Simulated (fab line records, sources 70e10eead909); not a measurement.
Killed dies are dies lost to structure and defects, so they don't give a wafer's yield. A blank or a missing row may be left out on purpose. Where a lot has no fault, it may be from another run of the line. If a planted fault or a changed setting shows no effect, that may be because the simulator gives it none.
fab line records	flow nand-harc	part 1 of 2: steps 1 to 23 of 31
[record] lots = 5	wafers = 15	last-day = 25
route steps=1159 shown A_CONTACT@954 A_BLC@964
lots that met no fault: from a run of the same line without faults
start-h: the number of hours between the record's first day and the start of the first shown wafer of the lot	wait-h: hours elapsed since this lot's preceding step	" unchanged from the row above	L1.1+2: one row covering several wafers at once	- no value present, or no start provided	* or withheld: withheld	< > ~ a bound
route shown NAME@n: NAME is a module with steps in the file, n the number in the route of the first one	usual: mean and standard deviation over wafers with no fault	same: alike in all rows	chamber/n: place in a boat	sites: each site's reading	_std_site: their standard deviation	_edge_site: outer sites' mean less inner sites'	radius-mm: for every site, how far away it sits from the centre of the wafer	mask NAME#n: copy n	behind: the last tool/chamber to shape the wafer	hold: what put the lot on hold/how long, in hours/how the hold closed	device: the n, p or np transistor that did not switch	end of line: the same wafers' tests at the end of the route	a step given without rows: its recipe and nothing more	killed: at the first sort, the dies lost to defects and structure; wafer yield is something else	map: the dies of a wafer, with x for killed, . for not killed, _ for no die there
set.NAME: the setting the step ran with; set.NAME@STEP: the setting that earlier step ran with	model.NAME: the simulator's own value behind a step, which no gauge read
a table for each step, a row for each wafer; lots at some steps of the route
services: from which hour (start-h, from the record's first day; less than 0 if before it) a tool's chamber was out of use, for how many hours, and why
[[steps]]
[step NHARC_A_CONTACT_STRIP_109]
[recipe] o2-flow-sccm = 400	cos-flow-sccm = 20	ar-flow-sccm = 0	bias-w = 0	chemistry = O2/COS
lot.wafer	tool	chamber	start-h	wait-h
L077.4+1+2	rie-diel-13	1,2,0	412.38	0.1
L082.2+1+6	rie-diel-13	1,3,1	437.38	0.1
L085.4+6+5	rie-diel-08	0,2,3	450.31	0.3
L086.4+3+5	rie-diel-13	2,0,1	452.70	0.1
L096.2+4+1	rie-diel-08	2,3,1	533.94	0.1
[step NHARC_A_CONTACT_ETCH_110]
[recipe] target-depth-a = 500	overetch-a = 50	time-s = 27.5	ion-energy-ev = 100	cf4-flow-sccm = 80	o2-flow-sccm = 20	ar-flow-sccm = 0	rf-w = 300	bias-w = 100	chemistry = CF4/O2
[usual] drypump-motor-current-A = 5.7/0.45	oes-product-au = 0.996/0.014	rf-vpp-V = 197.3/1.5	showerhead-plenum-p-Torr = 1.31/0.068	throttle-valve-pct = 13.398/0.0085
lot.wafer	tool	chamber	start-h	wait-h	drypump-motor-current-A	oes-product-au	rf-hours-counter-h	rf-vpp-V	showerhead-plenum-p-Torr	throttle-valve-pct
L077.2	rie-diel-13	0	412.44	0.1	6.1	1.001	42	196.5	1.26	13.414
L077.4	"	1	"	"	6.0	0.981	51	197.2	1.29	13.391
L077.1	"	2	"	"	5.0	0.967	53	195.5	1.30	13.390
L082.2	rie-diel-13	3	437.44	0.1	6.1	0.989	58	198.9	1.42	13.388
L082.1	"	1	"	"	6.0	0.976	61	195.6	1.29	13.406
L082.6	"	2	"	"	5.0	0.962	-	196.7	1.30	13.408
L085.4	rie-diel-08	1	450.37	0.1	6.0	1.007	54	195.1	1.24	13.400
L085.6	"	2	"	"	5.0	0.987	-	195.7	1.26	13.398
L085.5	"	3	"	"	5.3	1.018	-	196.2	1.23	13.407
L086.4	rie-diel-13	1	452.76	0.1	6.0	0.996	68	197.5	1.29	13.396
L086.3	"	0	"	"	6.1	1.011	58	196.4	1.25	13.392
L086.5	"	2	"	"	5.0	0.966	-	196.6	1.30	13.410
L096.2	rie-diel-08	3	534.01	0.1	5.3	1.003	21	199.5	1.44	13.401
L096.4	"	0	"	"	5.4	0.994	19	195.9	1.26	13.407
L096.1	"	1	"	"	5.9	1.036	20	200.4	1.44	13.403
[step NHARC_A_CONTACT_STRIP_26]
[recipe] o2-flow-sccm = 500	ar-flow-sccm = 0	bias-w = 0	chemistry = O2
[usual] drypump-motor-current-A = 5.7/0.44	oes-product-au = 0.997/0.015	rf-vpp-V = 57.6/0.92	showerhead-plenum-p-Torr = 3.47/0.17	throttle-valve-pct = 17.037/0.0094
lot.wafer	tool	chamber	start-h	wait-h	drypump-motor-current-A	oes-product-au	rf-hours-counter-h	rf-vpp-V	showerhead-plenum-p-Torr	throttle-valve-pct
L077.1	rie-diel-13	1	-	-	6.0	0.993	51	57.0	3.42	17.050
L077.4	"	2	"	"	5.0	0.977	53	57.6	3.44	17.044
L077.2	"	3	"	"	6.1	0.998	49	57.6	3.75	17.036
L082.1	rie-diel-13	2	-	-	5.0	0.970	62	58.8	3.43	17.041
L082.2	"	0	"	"	6.2	1.011	52	57.5	3.33	17.034
L082.6	"	1	"	"	6.0	0.975	-	58.5	3.41	17.026
L085.4	rie-diel-08	3	-	-	5.3	1.026	52	56.3	3.27	17.039
L085.6	"	3	"	"	5.3	1.019	-	57.2	3.27	17.035
L085.5	"	0	"	"	5.4	0.980	-	58.1	3.35	17.037
L086.4	rie-diel-13	1	-	-	6.0	0.991	68	57.6	3.41	17.028
L086.3	"	3	"	"	6.2	0.992	64	57.4	3.74	17.034
L086.5	"	0	"	"	6.1	1.010	-	57.1	3.32	17.041
L096.1	rie-diel-08	1	-	-	6.0	1.032	20	58.7	3.80	17.032
L096.4	"	2	"	"	5.0	0.989	21	57.2	3.31	17.031
L096.2	"	3	"	"	5.3	0.998	21	58.0	3.80	17.033
[step NHARC_A_CONTACT_STRIP_27]
[recipe] time-s = 600	temp-c = 30	chemistry = post-etch-residue-remover
lot.wafer	tool	chamber	start-h	wait-h
L077.2+1+4	wet-bench-01	4,5,0	412.87	-
L082.1+2+6	wet-bench-04	3,4,5	437.83	-
L085.6+5+4	wet-bench-01	0,2,5	450.74	-
L086.4+5+3	wet-bench-01	0,1,2	453.22	-
L096.1+4+2	wet-bench-01	7,0,1	534.54	-
[step NHARC_A_CONTACT_ALD_18]
[recipe] target-thk-a = 30	pulse-time-s = 1	ald-cycles = 150	temp-c = 450	material = TiN
[usual] heater-power-w = 1048/63	precursor-pulse-height-rel = 0.998/0.018
[same] pulse-time-s = 1
lot.wafer	tool	chamber	start-h	wait-h	heater-power-w	precursor-pulse-height-rel
L077.4	ald-metal-03	2	413.15	-	1106	0.988
L077.2	"	3	"	"	1076	0.979
L077.1	"	0	"	"	990	1.022
L082.1	ald-metal-03	3	438.11	-	1070	0.977
L082.2	"	0	"	"	1003	0.984
L082.6	"	3	"	"	1065	0.984
L085.4	ald-metal-02	2	451.05	-	982	0.986
L085.6	"	0	"	"	981	1.008
L085.5	"	1	"	"	1033	1.009
L086.4	ald-metal-03	2	453.50	-	1151	0.994
L086.3	"	3	"	"	1088	0.979
L086.5	"	1	"	"	1122	0.989
L096.4	ald-metal-03	3	534.80	-	1064	0.991
L096.2	"	0	"	"	990	0.995
L096.1	"	1	"	"	1121	1.024
[step NHARC_A_CONTACT_CVD_19]
[recipe] target-thk-a = 3000	temp-c = 300	pressure-torr = 40	wf6-flow-sccm = 40	h2-flow-sccm = 1600	ar-flow-sccm = 1560	time-s = 802	material = W
[usual] heater-power-w = 519/17	mfc-h2-sccm = 1600/4.7	throttle-valve-pct = 7.93/0.16
lot.wafer	tool	chamber	start-h	wait-h	heater-power-w	mfc-h2-sccm	throttle-valve-pct
L077.2	cvd-w-02	0	-	-	511	1600	7.92
L077.1	"	1	"	"	537	1599	8.05
L077.4	"	0	"	"	513	1602	7.98
L082.2	cvd-w-01	1	-	-	541	1597	8.14
L082.1	"	0	"	"	482	1604	7.87
L082.6	"	1	"	"	518	1587	7.99
L085.4	cvd-w-02	0	-	-	514	1601	8.04
L085.6	"	1	"	"	527	1604	7.68
L085.5	"	0	"	"	523	1601	7.76
L086.3	cvd-w-02	1	-	-	535	1600	8.16
L086.4	"	0	"	"	519	1596	7.82
L086.5	"	0	"	"	528	1602	8.08
L096.2	cvd-w-02	1	-	-	527	1598	8.09
L096.1	"	0	"	"	524	1596	8.25
L096.4	"	0	"	"	519	1593	8.07
[step NHARC_A_CONTACT_CMP_20]
[recipe] t-overpolish-s = 30	target-thk-nm = 300
[usual] motor-current-A = 12.0/1.1	overpolish-run-s = 30.001/0.0097	retaining-ring-pressure-frac = 1.000/0.0053	time-to-endpoint-s = 59/4.1
lot.wafer	tool	chamber	start-h	wait-h	motor-current-A	overpolish-run-s	retaining-ring-pressure-frac	time-to-endpoint-s
L077.4	cmp-04	3	418.17	0.5	10.2	30.000	0.999	63
L077.1	"	0	"	"	10.4	29.994	1.006	56
L077.2	"	2	"	"	12.0	29.985	1.000	58
L082.2	cmp-01	1	446.11	0.8	15.0	29.999	1.001	61
L082.1	"	3	"	"	14.0	30.006	1.001	62
L082.6	"	2	"	"	12.1	29.990	0.994	63
L085.4	cmp-04	2	452.18	0.5	11.5	30.004	0.996	62
L085.6	"	3	"	"	10.6	30.006	0.995	69
L085.5	"	0	"	"	10.7	30.006	1.002	61
L086.4	cmp-04	0	454.61	0.4	10.3	30.012	1.001	56
L086.3	"	1	"	"	11.7	30.001	0.997	54
L086.5	"	2	"	"	12.2	29.987	1.003	58
L096.4	cmp-04	1	535.86	0.4	12.2	30.004	0.998	55
L096.2	"	3	"	"	10.3	30.011	1.000	64
L096.1	"	0	"	"	10.4	30.002	0.999	57
[step NHARC_A_CONTACT_SRD_22]
lot.wafer	tool	chamber	start-h	wait-h
L077.2+1+4	wet-bench-01	0,2,4	418.48	0.0
L082.1+6+2	wet-bench-01	0,3,5	446.43	0.0
L085.4+5+6	wet-bench-04	5,7,0	452.43	0.0
L086.4+3+5	wet-bench-04	4,5,0	454.89	0.0
L096.1+2+4	wet-bench-01	0,2,4	536.18	0.0
[step NHARC_A_CONTACT_INSPECT_23]
[usual] raw-defect-count = 398/120
lot.wafer	tool	chamber	start-h	wait-h	raw-defect-count
L077.1	defect-inspect-01	-	418.57	0.1	313
L077.2	"	-	"	"	309
L077.4	"	-	"	"	330
L082.1	defect-inspect-02	-	446.51	0.1	739
L082.2	"	-	"	"	423
L082.6	"	-	"	"	412
L085.4	defect-inspect-02	-	452.51	0.1	322
L085.5	"	-	"	"	276
L085.6	"	-	"	"	416
L086.3	defect-inspect-01	-	454.97	0.1	444
L086.4	"	-	"	"	805
L086.5	"	-	"	"	445
L096.1	defect-inspect-02	-	536.26	0.1	372
L096.2	"	-	"	"	295
L096.4	"	-	"	"	444
[step NHARC_A_BLC_DEHYDRATE_00]
[recipe] temp-c = 150	time-s = 120
[usual] resist-line-temp-C = 23.01/0.1
lot.wafer	tool	chamber	start-h	wait-h	resist-line-temp-C
L077.1	litho-track-06	0	418.62	0.1	23.18
L077.2	"	0	"	"	22.96
L077.4	"	0	"	"	22.98
L082.1	litho-track-06	0	446.57	0.1	23.10
L082.2	"	0	"	"	22.88
L082.6	"	0	"	"	22.97
L085.4	litho-track-01	0	452.57	0.1	23.01
L085.5	"	0	"	"	22.90
L085.6	"	0	"	"	23.05
L086.3	litho-track-06	0	455.03	0.1	22.79
L086.4	"	0	"	"	23.05
L086.5	"	0	"	"	22.88
L096.1	litho-track-04	0	536.32	0.1	22.92
L096.2	"	0	"	"	23.02
L096.4	"	0	"	"	22.97
[step NHARC_A_BLC_HMDS_01]
[recipe] time-s = 30
[usual] resist-line-temp-C = 23.02/0.11
lot.wafer	tool	chamber	start-h	wait-h	resist-line-temp-C
L077.1	litho-track-06	0	-	-	23.16
L077.2	"	0	"	"	23.04
L077.4	"	0	"	"	23.16
L082.1	litho-track-06	0	-	-	22.77
L082.2	"	0	"	"	22.81
L082.6	"	0	"	"	22.93
L085.4	litho-track-01	0	-	-	22.98
L085.5	"	0	"	"	22.98
L085.6	"	0	"	"	22.92
L086.3	litho-track-06	0	-	-	23.26
L086.4	"	0	"	"	23.19
L086.5	"	0	"	"	23.07
L096.1	litho-track-04	0	-	-	22.98
L096.2	"	0	"	"	23.09
L096.4	"	0	"	"	23.04
[step NHARC_A_BLC_COAT_02]
[recipe] temp-c = 260	time-s = 75
[usual] resist-line-temp-C = 22.97/0.11
lot.wafer	tool	chamber	start-h	wait-h	resist-line-temp-C
L077.1	litho-track-06	0	-	-	22.82
L077.2	"	0	"	"	23.07
L077.4	"	0	"	"	22.90
L082.1	litho-track-06	0	-	-	23.02
L082.2	"	0	"	"	23.02
L082.6	"	0	"	"	22.97
L085.4	litho-track-01	0	-	-	22.88
L085.5	"	0	"	"	22.89
L085.6	"	0	"	"	22.82
L086.3	litho-track-06	0	-	-	23.11
L086.4	"	0	"	"	22.79
L086.5	"	0	"	"	23.07
L096.1	litho-track-04	0	-	-	22.86
L096.2	"	0	"	"	22.88
L096.4	"	0	"	"	22.84
[step NHARC_A_BLC_COAT_03]
[recipe] temp-c = 225	time-s = 65
[usual] resist-line-temp-C = 23.02/0.11
lot.wafer	tool	chamber	start-h	wait-h	resist-line-temp-C
L077.1	litho-track-06	0	-	-	22.89
L077.2	"	0	"	"	22.84
L077.4	"	0	"	"	22.94
L082.1	litho-track-06	0	-	-	22.99
L082.2	"	0	"	"	23.08
L082.6	"	0	"	"	22.99
L085.4	litho-track-01	0	-	-	23.19
L085.5	"	0	"	"	23.31
L085.6	"	0	"	"	23.18
L086.3	litho-track-06	0	-	-	23.02
L086.4	"	0	"	"	23.01
L086.5	"	0	"	"	23.11
L096.1	litho-track-04	0	-	-	22.99
L096.2	"	0	"	"	22.79
L096.4	"	0	"	"	23.01
[step NHARC_A_BLC_COAT_04]
[recipe] spin-rpm = 1500	resist-thk-nm = 90
[usual] resist-line-temp-C = 23.01/0.11
lot.wafer	tool	chamber	start-h	wait-h	resist-line-temp-C
L077.1	litho-track-06	0	-	-	23.11
L077.2	"	0	"	"	23.00
L077.4	"	0	"	"	22.98
L082.1	litho-track-06	0	-	-	23.10
L082.2	"	0	"	"	22.94
L082.6	"	0	"	"	22.97
L085.4	litho-track-01	0	-	-	22.89
L085.5	"	0	"	"	23.00
L085.6	"	0	"	"	23.02
L086.3	litho-track-06	0	-	-	23.00
L086.4	"	0	"	"	23.08
L086.5	"	0	"	"	22.95
L096.1	litho-track-04	0	-	-	23.11
L096.2	"	0	"	"	23.12
L096.4	"	0	"	"	22.99
[step NHARC_A_BLC_SOFTBAKE_05]
[recipe] temp-c = 105	time-s = 55
[usual] resist-line-temp-C = 22.97/0.11
lot.wafer	tool	chamber	start-h	wait-h	resist-line-temp-C
L077.1	litho-track-06	0	-	-	22.91
L077.2	"	0	"	"	22.86
L077.4	"	0	"	"	22.92
L082.1	litho-track-06	0	-	-	22.96
L082.2	"	0	"	"	22.79
L082.6	"	0	"	"	22.84
L085.4	litho-track-01	0	-	-	22.97
L085.5	"	0	"	"	22.93
L085.6	"	0	"	"	22.71
L086.3	litho-track-06	0	-	-	23.03
L086.4	"	0	"	"	23.15
L086.5	"	0	"	"	22.97
L096.1	litho-track-04	0	-	-	23.02
L096.2	"	0	"	"	22.92
L096.4	"	0	"	"	23.04
[step NHARC_A_BLC_EBR_06]
[usual] resist-line-temp-C = 23.00/0.095
lot.wafer	tool	chamber	start-h	wait-h	resist-line-temp-C
L077.1	litho-track-06	0	-	-	22.82
L077.2	"	0	"	"	22.95
L077.4	"	0	"	"	23.01
L082.1	litho-track-06	0	-	-	23.08
L082.2	"	0	"	"	23.03
L082.6	"	0	"	"	22.93
L085.4	litho-track-01	0	-	-	23.04
L085.5	"	0	"	"	23.01
L085.6	"	0	"	"	23.05
L086.3	litho-track-06	0	-	-	22.94
L086.4	"	0	"	"	23.04
L086.5	"	0	"	"	23.07
L096.1	litho-track-04	0	-	-	23.12
L096.2	"	0	"	"	23.04
L096.4	"	0	"	"	22.94
[step NHARC_A_BLC_EXPOSE_07]
[recipe] na = 1.35	target-cd-nm = 100	dose-mj = 67.97	mask-id = A_BLC
lot.wafer	tool	chamber	start-h	wait-h	mask
L077.1+2+4	arfi-scanner-02	0	418.93	-	A_BLC#0
L082.1+2+6	arfi-scanner-03	0	446.88	-	A_BLC#0
L085.4+5+6	arfi-scanner-02	0	452.76	-	A_BLC#0
L086.3+4+5	arfi-scanner-02	0	455.22	-	A_BLC#0
L096.1+2+4	arfi-scanner-01	0	536.51	-	A_BLC#0
[step NHARC_A_BLC_PEB_08]
[recipe] peb-temp-c = 100	peb-time-s = 65
[usual] resist-line-temp-C = 22.98/0.1
lot.wafer	tool	chamber	start-h	wait-h	resist-line-temp-C
L077.1	litho-track-06	0	418.99	0.1	22.99
L077.2	"	0	"	"	22.98
L077.4	"	0	"	"	22.95
L082.1	litho-track-06	0	446.94	0.1	23.07
L082.2	"	0	"	"	22.94
L082.6	"	0	"	"	23.11
L085.4	litho-track-01	0	452.81	0.0	23.06
L085.5	"	0	"	"	22.95
L085.6	"	0	"	"	23.22
L086.3	litho-track-06	0	455.27	0.1	22.98
L086.4	"	0	"	"	22.93
L086.5	"	0	"	"	23.14
L096.1	litho-track-01	0	536.57	0.1	23.02
L096.2	"	0	"	"	22.94
L096.4	"	0	"	"	23.04
[step NHARC_A_BLC_DEVELOP_09]
[recipe] develop-time-s = 35	dev-temp-c = 23
[usual] resist-line-temp-C = 22.99/0.095
lot.wafer	tool	chamber	start-h	wait-h	resist-line-temp-C
L077.1	litho-track-06	0	-	-	23.00
L077.2	"	0	"	"	22.90
L077.4	"	0	"	"	22.95
L082.1	litho-track-06	0	-	-	23.08
L082.2	"	0	"	"	23.04
L082.6	"	0	"	"	23.07
L085.4	litho-track-01	0	-	-	22.99
L085.5	"	0	"	"	23.03
L085.6	"	0	"	"	22.96
L086.3	litho-track-06	0	-	-	23.03
L086.4	"	0	"	"	23.04
L086.5	"	0	"	"	22.99
L096.1	litho-track-01	0	-	-	23.03
L096.2	"	0	"	"	23.20
L096.4	"	0	"	"	23.15
[step NHARC_A_BLC_CD_MEAS_10]
[recipe] target-cd-nm = 100	landing-energy-ev = 500
[usual] cd-nm = 100.0/0.82
lot.wafer	tool	chamber	start-h	wait-h	cd-nm
L077.1	cd-sem-01	0	419.07	-	100.4
L077.2	"	0	"	"	101.5
L077.4	"	0	"	"	101.3
L082.1	cd-sem-03	0	447.02	-	99.3
L082.2	"	0	"	"	100.6
L082.6	"	0	"	"	99.5
L085.4	cd-sem-01	0	452.90	-	100.0
L085.5	"	0	"	"	100.3
L085.6	"	0	"	"	98.7
L086.3	cd-sem-01	0	455.36	-	100.1
L086.4	"	0	"	"	100.3
L086.5	"	0	"	"	100.2
L096.1	cd-sem-02	0	536.65	-	98.9
L096.2	"	0	"	"	99.3
L096.4	"	0	"	"	99.0
[step NHARC_A_BLC_OVL_MEAS_11]
[usual] overlay-x-nm = -0.2/0.95	overlay-y-nm = 0.2/0.79
lot.wafer	tool	chamber	start-h	wait-h	overlay-x-nm	overlay-y-nm
L077.1	overlay-01	-	419.16	-	0.5	0.5
L077.2	"	-	"	"	0.7	0.1
L077.4	"	-	"	"	0.1	0.6
L082.1	overlay-01	-	447.10	-	-0.9	0.4
L082.2	"	-	"	"	-0.7	-0.4
L082.6	"	-	"	"	-1.2	-0.6
L085.4	overlay-01	-	452.98	-	-1.3	1.1
L085.5	"	-	"	"	-1.0	1.2
L085.6	"	-	"	"	-0.9	0.3
L086.3	overlay-02	-	455.44	-	-0.7	-0.2
L086.4	"	-	"	"	-0.7	-0.1
L086.5	"	-	"	"	0.0	-0.4
L096.1	overlay-02	-	536.74	-	1.1	0.9
L096.2	"	-	"	"	1.7	0.9
L096.4	"	-	"	"	1.1	0.9
[step NHARC_A_BLC_INSPECT_12]
[usual] raw-defect-count = 33/14
lot.wafer	tool	chamber	start-h	wait-h	raw-defect-count
L077.1	defect-inspect-02	-	419.20	0.0	32
L077.2	"	-	"	"	29
L077.4	"	-	"	"	40
L082.1	defect-inspect-01	-	447.14	0.0	20
L082.2	"	-	"	"	33
L082.6	"	-	"	"	29
L085.4	defect-inspect-02	-	453.02	0.0	47
L085.5	"	-	"	"	46
L085.6	"	-	"	"	48
L086.3	defect-inspect-02	-	455.48	0.0	42
L086.4	"	-	"	"	41
L086.5	"	-	"	"	28
L096.1	defect-inspect-01	-	536.78	0.0	21
L096.2	"	-	"	"	14
L096.4	"	-	"	"	22
[step NHARC_A_BLC_DESCUM_15]
[recipe] time-s = 3	o2-flow-sccm = 200	ar-flow-sccm = 0	bias-power-w = 0	chemistry = O2
[usual] drypump-motor-current-A = 5.5/0.38	oes-product-au = 0.997/0.011	rf-vpp-V = 57.7/0.89	showerhead-plenum-p-Torr = 1.93/0.065	throttle-valve-pct = 11.311/0.0088
lot.wafer	tool	chamber	start-h	wait-h	drypump-motor-current-A	oes-product-au	rf-hours-counter-h	rf-vpp-V	showerhead-plenum-p-Torr	throttle-valve-pct
L077.2	rie-diel-01	0	419.26	0.1	5.3	0.991	10	57.5	1.98	11.308
L077.1	"	1	"	"	5.7	0.989	11	58.0	1.97	11.296
L077.4	"	3	"	"	4.9	0.984	10	57.1	1.83	11.316
L082.1	rie-diel-01	2	447.21	0.1	5.4	1.001	15	57.0	1.90	11.308
L082.2	"	1	"	"	5.7	0.987	14	57.3	1.97	11.308
L082.6	"	1	"	"	5.7	0.995	-	58.4	1.97	11.317
L085.4	rie-diel-01	3	453.11	0.1	4.9	0.991	-	59.0	1.83	11.312
L085.6	"	1	"	"	5.7	0.993	-	58.1	1.97	11.311
L085.5	"	2	"	"	5.4	1.012	-	57.6	1.90	11.290
L086.3	rie-diel-04	1	455.54	0.1	5.7	0.997	13	58.7	1.94	11.313
L086.4	"	2	"	"	5.4	1.001	15	56.4	1.94	11.298
L086.5	"	2	"	"	5.4	1.007	-	56.6	1.94	11.309
L096.2	rie-diel-01	2	536.84	0.1	5.4	1.014	3	58.1	1.90	11.310
L096.4	"	0	"	"	5.3	0.988	3	58.5	1.97	11.320
L096.1	"	1	"	"	5.7	0.988	3	57.4	1.97	11.296
